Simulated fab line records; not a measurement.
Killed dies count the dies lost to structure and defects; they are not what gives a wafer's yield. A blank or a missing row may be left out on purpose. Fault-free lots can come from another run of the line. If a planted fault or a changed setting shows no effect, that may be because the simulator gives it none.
Struck lot and sound lot, side by side || flow nand_harc || 15 steps out of a route of 1159
Sound: these wafers, L258.3, L258.4, L258.6. Wafers struck: L271.2, L271.4, L271.5. At the end, the cause is stated.
Each step with rows lists, per side, the tool, then ch with its chambers, then its first start. Under that, the readings that differ: sound wafers || struck wafers || difference of the means || sigmas: that difference in standard deviations of wafers without a fault.
alike: same words and numbers on both sides, and readings whose means sit less than 2 such deviations apart. not compared: any withheld reading, any reading some wafer has no value for, any bound like >300 that may hide the same value, and any number with overlapping values for which the record gives no deviation.
Wherever a step has rows on one side only, a row that says differs or no value, or a row with sigmas, the two part there. Numbers that have no deviation but don't overlap get no sigmas and don't part them. Lack of a reading on every wafer of one side parts them only where that side has two or more wafers.

first, 8 steps without rows for these wafers: NHARC_P_ZERO_WELL_DEHYDRATE_44 (time 120 s); NHARC_P_ZERO_WELL_HMDS_45 (time 30 s); NHARC_P_ZERO_WELL_COAT_46; NHARC_P_ZERO_WELL_SOFTBAKE_47 (time 95 s); NHARC_P_ZERO_WELL_EBR_48; NHARC_P_ZERO_WELL_EXPOSE_49 (exposes mask P HVPW, target cd 2000 nm); NHARC_P_ZERO_WELL_PEB_50 (peb time 85 s); NHARC_P_ZERO_WELL_DEVELOP_51 (time 70 s).
NHARC_P_ZERO_WELL_CD_MEAS_52 targets a cd of 2000 nm.
  sound on cd_sem-03 ch 0, day 2 17:47; struck on cd_sem-02 ch 0, day 5 23:44
  alike: cd_nm
then, 1 step without rows for these wafers: NHARC_P_ZERO_WELL_HARDBAKE_53 (time 80 s).
NHARC_P_ZERO_WELL_DESCUM_54: chemistry O2, time 3 s.
  sound on rie_diel-02 ch 0,2, day 2 17:57; struck on rie_diel-02 ch 0,2,3, day 5 23:53
  alike: drypump_motor_current_A, mfc_ar_sccm, oes_product_au, rf_vpp_V, showerhead_plenum_p_Torr, throttle_valve_pct
  not compared: rf_hours_counter_h
then, 1 step without rows for these wafers: NHARC_P_ZERO_WELL_IMPLANT_55.
NHARC_P_ZERO_WELL_IMPLANT_61:
  sound on implanter-02 ch 0, day 2 18:20; struck on implanter-02, day 6 00:15
  no value came back on the struck wafers for beam_energy_keV, beam_on_s (s), end_station_pressure_torr (Torr); on the sound wafers beam_energy_keV reads 29.998 29.997 29.995
then, 1 step without rows for these wafers: NHARC_P_ZERO_WELL_STRIP_56 (strips in SPM, time 840 s).
-- the record jumps here: 18 days lie between the struck wafers' starts before and after (it left off in module P_ZERO_WELL and takes up again in module END, whose first step shown is number 1159 of the route) --
NHARC_END_SORT_01:
  sound on prober-02 ch 0, day 21 01:32; struck on prober-01 ch 0, day 23 15:17
{"reading": "hold", "sound": "- - -", "struck": "await_dispo/2.8h/scrap await_dispo/2.8h/scrap await_dispo/2.8h/scrap", "difference": "no value on the sound wafers", "sigmas": ""}
{"reading": "killed_at_periphery", "sound": "4 2 5", "struck": "651 652 642", "difference": "+645", "sigmas": "+99 or more"}
{"reading": "killed_dies", "sound": "40 31 37", "struck": "677 677 677", "difference": "+641", "sigmas": "+71"}
  alike: killed_at_array, killed_at_other, killed_open, killed_short

WHERE THEY PART
Earliest at NHARC_P_ZERO_WELL_IMPLANT_61; latest, in this record, at NHARC_END_SORT_01.

WHY: what had been put in by the simulator
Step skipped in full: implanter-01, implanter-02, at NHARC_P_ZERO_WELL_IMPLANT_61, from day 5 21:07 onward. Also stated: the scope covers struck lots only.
